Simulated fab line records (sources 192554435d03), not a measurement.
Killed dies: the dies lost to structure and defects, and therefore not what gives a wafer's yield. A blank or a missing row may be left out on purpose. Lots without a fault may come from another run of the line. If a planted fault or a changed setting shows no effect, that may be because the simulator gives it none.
Split-lot trial	flow n5-finfet	7 lots, 39 wafers read, on a route of 1938 steps

THE SPLIT ITSELF
At N5_GATE_CUT_ETCH_56 (etches TiN in Cl2/Ar, target depth 21.6 nm), the setting icp-w was moved away from the recipe's 600 W on 12 of the 39 wafers read, by +10.0% to +17.6%. The other wafers ran this setting at the recipe's value.

The reading comes from the split's own step.

THE READING
etch.depth-nm (the simulator's own value, which no gauge read), in nm, at N5_GATE_CUT_ETCH_56 (etches TiN in Cl2/Ar, target depth 21.6 nm). No usual value for it is given in the file. Across the 27 wafers here that went through the recipe, the average is 21.40 nm and the standard deviation 0.53 nm.

wafer	tool, chamber at the split	icp-w as run, W	against the recipe	etch.depth-nm, nm	against lot-mates on the recipe
L074.1	rie-metal-02, 0	600	recipe	21.22	-
L074.2	rie-metal-02, 1	659.9	+10.0%	24.07	+2.53
L074.3	rie-metal-02, 0	659.9	+10.0%	23.06	+1.52
L074.4	rie-metal-02, 1	600	recipe	22.12	-
L074.5	rie-metal-02, 0	600	recipe	21.28	-
L074.6	rie-metal-02, 1	659.9	+10.0%	23.91	+2.37
L075.1	rie-metal-01, 1	600	recipe	21.06	-
L075.2	rie-metal-01, 1	600	recipe	21.28	-
L075.3	rie-metal-01, 1	600	recipe	21.1	-
L075.4	rie-metal-01, 1	600	recipe	21.22	-
L075.5	rie-metal-01, 1	600	recipe	21.14	-
L075.6	rie-metal-01, 1	600	recipe	21.16	-
L076.1	rie-metal-02, 1	600	recipe	22.14	-
L076.2	rie-metal-02, 0	705.7	+17.6%	24.66	+2.75
L076.3	rie-metal-02, 0	705.7	+17.6%	24.37	+2.46
L076.4	rie-metal-02, 1	705.7	+17.6%	25.94	+4.03
L076.5	rie-metal-02, 1	600	recipe	22.19	-
L076.6	rie-metal-02, 0	600	recipe	21.41	-
L078.1	rie-metal-03, 0	600	recipe	20.79	-
L078.2	rie-metal-03, 1	600	recipe	22.45	-
L078.3	rie-metal-03, 1	600	recipe	22.29	-
L078.4	rie-metal-03, 0	600	recipe	20.64	-
L078.5	rie-metal-03, 0	600	recipe	20.8	-
L078.6	rie-metal-03, 1	600	recipe	22.13	-
L082.1	rie-metal-01, 1	692	+15.3%	24.19	+2.91
L082.2	rie-metal-01, 1	600	recipe	21.26	-
L082.3	rie-metal-01, 1	600	recipe	21.18	-
L082.4	rie-metal-01, 1	600	recipe	21.41	-
L082.5	rie-metal-01, 1	692	+15.3%	24.07	+2.79
L082.6	rie-metal-01, 1	692	+15.3%	23.96	+2.68
L085.1	rie-metal-03, 0	600	recipe	20.85	-
L085.3	rie-metal-03, 1	600	recipe	22.24	-
L085.4	rie-metal-03, 0	600	recipe	20.66	-
L086.1	rie-metal-01, 1	600	recipe	21.19	-
L086.2	rie-metal-01, 0	692.3	+15.4%	24.07	+2.83
L086.3	rie-metal-01, 1	600	recipe	21.08	-
L086.4	rie-metal-01, 0	600	recipe	21.45	-
L086.5	rie-metal-01, 1	692.3	+15.4%	23.79	+2.55
L086.6	rie-metal-01, 0	692.3	+15.4%	24.29	+3.05

FIT RESULTS
A straight line over all 39 wafers: etch.depth-nm changes by +0.19 nm for each +1% of icp-w; r = +0.93; the points scatter about the line by 0.54 nm.
The same after taking each lot's own level away (the mean of its wafers on the recipe; 39 wafers): +0.182 nm for each +1%; r = +0.94; scatter 0.48 nm.
According to that fit, moving icp-w by its largest amount changes the reading by 3.2 nm.
Measured against the standard deviation above, the lots' own levels, which go from 21.160 to 21.913 nm, span 1.4 times it.
The two slopes are in agreement: the lot-to-lot level therefore moves the slope only a little.
Check: with one of the wafers moved furthest among these (+17.6%) left out of the fit, the line predicts +3.29 nm for it against its lot-mates. Against them it came out at +2.75 nm.

THE OTHER SPLITS THESE WAFERS WENT THROUGH
These wafers also went through other splits before the reading. Each is held against what the fit with the lots' levels taken away leaves over:
other split on the same wafers	wafers away from the commonest value	r with etch.depth-nm (lot level and that fit taken away)
N5_FIN_CUT_CUT_ETCH_26 source-w	15	-0.19
N5_STI_FIN_REVEAL_ETCHBACK_08 target-depth-a	9	+0.02
N5_DUMMY_GATE_ETCH_31 target-depth-a	9	-0.12
N5_SPACER0_ALD_08 target-thk-a	15	+0.17

FILE'S OWN FIT
etch.depth-nm changes by +0.183 nm for each +1% of icp-w, r = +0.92.
